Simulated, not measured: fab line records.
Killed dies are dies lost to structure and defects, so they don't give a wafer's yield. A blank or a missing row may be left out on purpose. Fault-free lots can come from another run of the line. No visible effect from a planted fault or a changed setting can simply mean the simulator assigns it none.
Chamber matching ; flow n5Finfet ; rieDiel-06 running N5_FIN_SAQP_ETCH_52: 4 sister chambers
The step etches SOC in N2/H2, target depth 100 nm, overetch 20 nm, time 150 s. 18 wafers are shown with their chamber, then 9 later ones without.

## EACH WAFER AND ITS CHAMBER
wafer;chamber;showerheadPlenumPTorr (Torr);drypumpMotorCurrentA (A);throttleValvePct (%)
L075.1;2;2.42;5.7;17.79
L075.3;3;2.43;6.4;17.63
L075.6;1;2.56;5.4;17.31
L077.2;1;2.56;5.4;17.31
L077.3;0;2.63;5.1;17.95
L077.5;0;2.63;5.0;17.95
L078.1;3;2.43;6.4;17.67
L078.2;0;2.63;5.0;17.95
L078.5;3;2.43;6.4;17.67
L080.1;3;2.43;6.5;17.67
L080.4;1;2.56;5.4;17.33
L080.5;2;2.42;5.7;17.81
L081.3;3;2.43;6.5;17.67
L081.5;3;2.43;6.4;17.69
L081.6;0;2.63;5.1;17.97
L089.2;3;2.42;6.4;17.69
L089.5;1;2.55;5.4;17.36
L089.6;2;2.41;5.7;17.85

SIGNATURES (averages over the wafers above)
reading;chamber 0;chamber 1;chamber 2;chamber 3;scatter within a chamber
showerheadPlenumPTorr;2.6300;2.5575;2.4167;2.4286;0.00403
drypumpMotorCurrentA;5.050;5.400;5.700;6.429;0.0416
throttleValvePct;17.9550;17.3275;17.8167;17.6700;0.0211
Rule: for each reading, subtract the chamber's mean from the wafer's reading, divide by that reading's scatter and square the result; add these up over the readings and take the root, which gives the wafer's distance from the chamber. If the next closest chamber is less than 2 further off than the closest, the wafer can't be placed; otherwise it belongs to the closest. The scatter: take each reading less its chamber's mean, square it, sum over the shown wafers, divide by the number of wafers less the number of chambers, and take the root.

## WAFERS WHOSE CHAMBER IS MISSING
wafer;showerheadPlenumPTorr (Torr);drypumpMotorCurrentA (A);throttleValvePct (%)
L091.1;2.41;5.7;17.84
L091.2;2.42;6.4;17.69
L091.6;2.41;5.6;17.85
L093.2;2.54;5.4;17.38
L093.5;2.54;5.4;17.38
L093.6;2.41;5.7;17.85
L097.1;2.61;5.1;18.04
L097.2;2.54;5.4;17.41
L097.5;2.41;6.4;17.73

## EACH ONE'S CHAMBER
wafer;from the rows above;in truth
L091.1;2;2
L091.2;3;3
L091.6;2;2
L093.2;1;1
L093.5;1;1
L093.6;2;2
L097.1;0;0
L097.2;1;1
L097.5;3;3
9 of 9 placed correctly. From these rows, 0 cannot be placed. Wrongly placed: 0.
